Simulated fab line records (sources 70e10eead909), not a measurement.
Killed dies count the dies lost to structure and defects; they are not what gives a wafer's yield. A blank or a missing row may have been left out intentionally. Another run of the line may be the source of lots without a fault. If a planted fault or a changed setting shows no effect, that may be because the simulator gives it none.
Struck lot and sound lot, side by side | flow nand_harc | 15 out of 1159 route steps
Sound: wafers L294.1, L294.4, L294.6. Wafers struck: L295.1, L295.2, L295.6. The cause is named last.
For every step that has rows: the tool of each side, followed by ch and its chambers, followed by its first start. Under that, the readings that differ: sound wafers | struck wafers | difference of the means | sigmas: that difference in standard deviations of wafers without a fault.
alike: a reading whose means differ by less than 2 such deviations, as well as words and numbers matching on both sides. not compared: withheld readings; readings where some wafer has no value; bounds like >300 that might hide an equal value; numbers whose values overlap and for which the record gives no deviation.
The two part at a step that has a row with sigmas, a row that says differs or no value, or rows on one side only. Numbers that have no deviation but don't overlap get no sigmas and don't part them. A reading that every wafer of one side lacks parts them only if that side has two wafers or more.

first, 8 steps without rows for these wafers: NHARC_A_M1_HMDS_02 (time 30 s); NHARC_A_M1_COAT_34 (time 65 s); NHARC_A_M1_COAT_03 (resist thk 90 nm); NHARC_A_M1_SOFTBAKE_04 (time 55 s); NHARC_A_M1_EBR_05; NHARC_A_M1_EXPOSE_06 (exposes mask A M1, target cd 120 nm); NHARC_A_M1_PEB_07 (peb time 65 s); NHARC_A_M1_DEVELOP_08 (develop time 35 s).
NHARC_A_M1_CD_MEAS_09 targets a cd of 120 nm.
  sound on cd_sem-03 ch 0, day 21 15:43; struck on cd_sem-02 ch 0, day 21 09:11
  alike: cd_nm
NHARC_A_M1_OVL_MEAS_10: pitch 240 nm.
  sound on overlay-02, day 21 15:49; struck on overlay-02, day 21 09:16
  alike: overlay_x_nm, overlay_y_nm
NHARC_A_M1_INSPECT_11:
  sound on defect_inspect-02, day 21 15:52; struck on defect_inspect-02, day 21 09:19
  alike: raw_defect_count
NHARC_A_M1_DESCUM_14: chemistry O2, time 3 s.
  sound on rie_diel-03 ch 1,3, day 21 15:56; struck on rie_diel-08 ch 1,3, day 21 09:22
  alike: drypump_motor_current_A, oes_product_au, rf_vpp_V, showerhead_plenum_p_Torr, throttle_valve_pct
  not compared: rf_hours_counter_h
NHARC_A_M1_ETCH_35: etches the open film in N2/H2, target depth 40 nm, overetch 12 nm, time 43.94 s.
  sound on rie_diel-03 ch 2,3, day 21 16:02; struck on rie_diel-08 ch 0,2,3, day 21 09:28
  reading               | sound             | struck            | difference | sigmas
  oes_product_au (a.u.) | 0.998 0.984 1.002 | 0.818 0.810 0.815 | -0.180     | -21
  alike: drypump_motor_current_A, rf_vpp_V, showerhead_plenum_p_Torr, throttle_valve_pct
  not compared: rf_hours_counter_h
NHARC_A_M1_ETCH_15: etches the open film in C4F8/Ar, target depth 182.5 nm, time 91.2 s.
  sound: rie_diel-03 ch 1,2,3; struck: rie_diel-08 ch 1,3
  reading               | sound             | struck            | difference | sigmas
  oes_product_au (a.u.) | 0.908 0.925 0.918 | 0.975 0.967 0.977 | +0.056     | +3
  alike: rf_vpp_V
  not compared: rf_hours_counter_h
-- record jumps: 2 days between struck wafers' starts before vs after; left off in module A_M1, resumes in module END, first step shown is number 1159 of the route --
NHARC_END_SORT_01:
  sound on prober-02 ch 0, day 24 04:48; struck on prober-02 ch 0, day 23 20:58
  reading             | sound    | struck   | difference | sigmas
  killed_at_array     | 21 19 17 | 36 47 39 | +22        | +2
  killed_at_periphery | 11 12 8  | 2 1 1    | -9         | -3
  alike: defect_limited_yield, killed_at_other, killed_dies, killed_open, killed_short, sort_bin_2_pct, sort_bin_3_pct, sort_bin_4_pct, sort_n_pass, sort_rim_yield_pct, sort_yield_pct

== WHERE THEY PART ==
At NHARC_A_M1_ETCH_35 first; at NHARC_END_SORT_01 last (within this record only).

WHY: the cause the simulator had injected
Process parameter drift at NHARC_A_M1_ETCH_35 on rie_diel-08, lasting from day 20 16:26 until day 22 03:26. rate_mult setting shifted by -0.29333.
